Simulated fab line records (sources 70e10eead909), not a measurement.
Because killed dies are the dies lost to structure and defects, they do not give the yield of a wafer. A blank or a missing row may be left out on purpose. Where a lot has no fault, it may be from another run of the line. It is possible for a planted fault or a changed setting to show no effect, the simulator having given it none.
Which tool is to blame? -- flow nandHarc -- route of 1302 steps, sampled at 1 step: 6 lots, 18 wafers

WHAT THE GAUGES SHOWED, per wafer
NHARC_A_ONON_D1_THK_MEAS_08: measures by ellipsometry.
lot,measured,on,thkNm (nm)
L747,day 8 13:16,filmMetro-01,986 987 987
L748,day 8 22:35,filmMetro-02,992 989 994
L751,day 10 08:01,filmMetro-01,1002 1003 1001
L753,day 11 04:31,filmMetro-01,990 991 993
L756,day 12 13:26,filmMetro-02,998 997 998
L765,day 16 01:22,filmMetro-01,987 986 986

TOOL THAT RAN EACH LOT (tool first, then ch and the chambers of the sampled wafers, then the start)
Before these readings, the record contains no process step.

THE ANSWER, worked out from the rows above alone
Rule: the usual values come from the lots themselves. Put in order of their means at a reading, lots are off if they are a third of the lots or fewer, leave a main group of 4 or more, and stand apart from it by a gap of 3 or more times the standard deviation of the main group's means; of several such gaps the widest counts. If all means in a main group match to the digits the tables above print for the reading, that group is not used. Also off: a lot with no number at a reading for which 4 or more lots have one. The other lots that the step has rows for count as sound.
No lot is off at any reading shown: from this, nothing can be told.

WHAT THE SIMULATOR HAD INSERTED
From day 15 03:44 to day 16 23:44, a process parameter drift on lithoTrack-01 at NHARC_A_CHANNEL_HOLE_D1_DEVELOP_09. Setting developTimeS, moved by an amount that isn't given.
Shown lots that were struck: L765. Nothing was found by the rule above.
